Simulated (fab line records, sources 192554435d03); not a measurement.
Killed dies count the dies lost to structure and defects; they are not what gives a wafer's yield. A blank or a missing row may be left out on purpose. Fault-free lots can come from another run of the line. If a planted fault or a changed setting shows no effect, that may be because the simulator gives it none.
A lot that was struck, set against a sound lot | flow n5 finfet | 15 out of 1938 route steps
Sound: the wafers L622.3, L622.4, L622.6. Struck: wafer L631.4 (L631.2, L631.6, from the same lot, were not struck and are left out); the cause is given at the end.
At each step with rows: each side's tool, then ch and its chambers, then its first start. Under that, the readings that differ: sound wafers | struck wafers | difference of the means | sigmas: that difference in standard deviations of wafers without a fault.
alike: a reading whose means differ by less than 2 such deviations, as well as words and numbers matching on both sides. not compared: withheld readings; readings where some wafer has no value; bounds like >300 that might hide an equal value; numbers whose values overlap and for which the record gives no deviation.
A row with sigmas, a row that says differs or no value, or rows on one side alone: a step with any of these is where the two part. When numbers do not overlap yet have no deviation, they are printed without sigmas and do not part them. Lack of a reading on every wafer of one side parts them only where that side has two or more wafers.

first, 7 steps without rows for these wafers: N5_BEOL_M10_COAT_64 (time 60 s, resist thk 30 nm); N5_BEOL_M10_COAT_22 (resist thk 90 nm); N5_BEOL_M10_EBR_24; N5_BEOL_M10_SOFTBAKE_23 (time 60 s); N5_BEOL_M10_EXPOSE_25 (exposes mask V9); N5_BEOL_M10_PEB_26 (peb time 60 s); N5_BEOL_M10_DEVELOP_27 (develop time 30 s).
N5_BEOL_M10_CD_MEAS_28 targets a cd of 70 nm.
  sound on cd sem-03 ch 0, day 13 05:17; struck on cd sem-02 ch 0, day 15 18:37
  alike: cd nm
N5_BEOL_M10_OVL_MEAS_29:
  sound on overlay-01 ch 0, day 13 05:19; struck on overlay-02 ch 0, day 15 18:38
  reading     | sound       | struck | difference | sigmas
  V9_OVL (nm) | 0.5 1.1 0.1 | -1.0   | -1.6       | -2
N5_BEOL_M10_INSPECT_30: inspects for defects (brightfield).
  sound on defect inspect-02 at day 13 05:20; struck on defect inspect-02 at day 15 18:40
  alike: raw defect count
N5_BEOL_M10_DESCUM_33: chemistry O2, time 7.9 s.
  sound on rie diel-06 ch 0,1,2, day 13 05:22; struck on rie diel-06 ch 1, day 15 18:55
  alike: drypump motor current A, oes product au, rf vpp V, showerhead plenum p Torr, throttle valve pct
  not compared: rf hours counter h
N5_BEOL_M10_ETCH_65: etches SiARC in CF4, target depth 39 nm, time 65 s.
  sound on rie diel-06 ch 0,1,2, day 13 05:25; struck on rie diel-06 ch 1, day 15 18:57
  alike: drypump motor current A, etch rf on time s, oes product au, rf vpp V, showerhead plenum p Torr, throttle valve pct
  not compared: rf hours counter h
N5_BEOL_M10_ETCH_66: etches SOC in N2/H2, target depth 120 nm, overetch 24 nm, time 180 s.
  sound on rie diel-06 ch 0,1,2, day 13 05:28; struck on rie diel-06 ch 1, day 15 19:00
  reading                                     | sound             | struck | difference | sigmas
  run length s (s)                            | 203.9 203.6 203.2 | 230.4  | +26.8      | +81
  model.SiARC_of_BEOL_M10_COAT_64.thk nm (nm) | 22.8 22.6 22.6    | 21.8   | -0.9       |
  alike: drypump motor current A, oes product au, rf vpp V, showerhead plenum p Torr, throttle valve pct
  not compared: rf hours counter h
then, 1 step without rows for these wafers: N5_BEOL_M10_STRIP_69 (strips in N2/H2).
-- here the record skips 2 days between the struck wafers' starts before and after, leaving off in module BEOL_M10 and picking up in module PASSIVATION (first step shown: number 1936 of the route) --
N5_PASSIVATION_PROBE_49:
  sound on prober-01 at day 15 05:30; struck on prober-02 at day 18 06:37
  alike: defect limited yield, killed_at_M0_to_M3, killed_at_M4_up, killed at contacts, killed at front end, killed at other, killed dies, killed on rim, killed open, killed short, sort_bin_5_function, sort_bin_6_memory, sort n pass, sort yield pct

WHERE THEY PART
First at N5_BEOL_M10_OVL_MEAS_29; last, within this record, at N5_BEOL_M10_ETCH_66. Later steps at which nothing parts them and some readings are alike: N5_PASSIVATION_PROBE_49.

WHY: what the simulator had put in
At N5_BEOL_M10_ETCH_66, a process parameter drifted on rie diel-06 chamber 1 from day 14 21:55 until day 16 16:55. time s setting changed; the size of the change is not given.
